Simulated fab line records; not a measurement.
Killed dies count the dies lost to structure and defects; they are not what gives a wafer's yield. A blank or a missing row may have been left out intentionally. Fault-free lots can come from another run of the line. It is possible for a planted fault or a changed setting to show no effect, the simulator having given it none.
Chamber matching | flow nand-harc | NHARC_A_M1_CMP_23 on cmp-04: 4 sister chambers
The step polishes, t overpolish 20 s, target thk 154.34 nm. 14 wafers are shown with their chamber, then 7 later ones without.

## WAFERS, EACH WITH ITS CHAMBER
wafer  | chamber | motor-current-A (A) | time-to-endpoint-s (s)
L079.1 | 0       | 11.7                | 31.5
L079.2 | 2       | 10.7                | 27.4
L079.3 | 1       | 10.4                | 28.0
L081.2 | 1       | 10.5                | 28.3
L081.5 | 1       | 10.1                | 29.9
L081.6 | 0       | 11.3                | 33.0
L088.2 | 1       | 10.0                | 26.2
L088.4 | 3       | 10.4                | 27.1
L088.5 | 3       | 10.0                | 29.1
L090.3 | 3       | 10.7                | 28.1
L090.4 | 0       | 11.7                | 27.5
L090.5 | 2       | 10.7                | 28.5
L094.1 | 1       | 9.7                 | 25.0
L094.4 | 0       | 12.6                | 31.8

SIGNATURES (means of the wafers above)
reading            | chamber 0 | chamber 1 | chamber 2 | chamber 3 | scatter within a chamber
motor-current-A    | 11.825    | 10.140    | 10.700    | 10.367    | 0.396
time-to-endpoint-s | 30.950    | 27.480    | 27.950    | 28.100    | 1.85
Rule: a wafer lies at a distance from a chamber equal to the root of the sum of squares, over the readings, of (its reading less the chamber's mean, divided by the reading's scatter). The wafer belongs to the nearest chamber; if the next one is less than 2 further off, it can't be placed. The scatter: the root of (the sum of the squares of (reading less its chamber's mean) over the shown wafers, divided by (wafers less chambers)).

## WAFERS MISSING THEIR CHAMBER
wafer  | motor-current-A (A) | time-to-endpoint-s (s)
L094.6 | 10.9                | 26.4
L095.3 | 11.5                | 30.7
L095.5 | 11.7                | 30.6
L095.6 | 10.9                | 27.9
L097.2 | 10.2                | 30.1
L097.3 | 11.3                | 36.0
L097.4 | 10.6                | 32.6

## WHICH CHAMBER EACH ONE RAN IN
wafer  | from the rows above               | in truth
L094.6 | can't be placed: 2 or 3 or 1      | 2
L095.3 | can't be placed: 0 or 2           | 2
L095.5 | 0                                 | 0
L095.6 | can't be placed: 2 or 3 or 1      | 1
L097.2 | can't be placed: 3 or 1 or 2      | 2
L097.3 | can't be placed: 0 or 2 or 3      | 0
L097.4 | can't be placed: 3 or 2 or 1 or 0 | 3
Correct placement for 1 of the 7. From these rows, 6 cannot be placed; in 6 the true chamber is one of the candidates. Wrongly placed: 0.
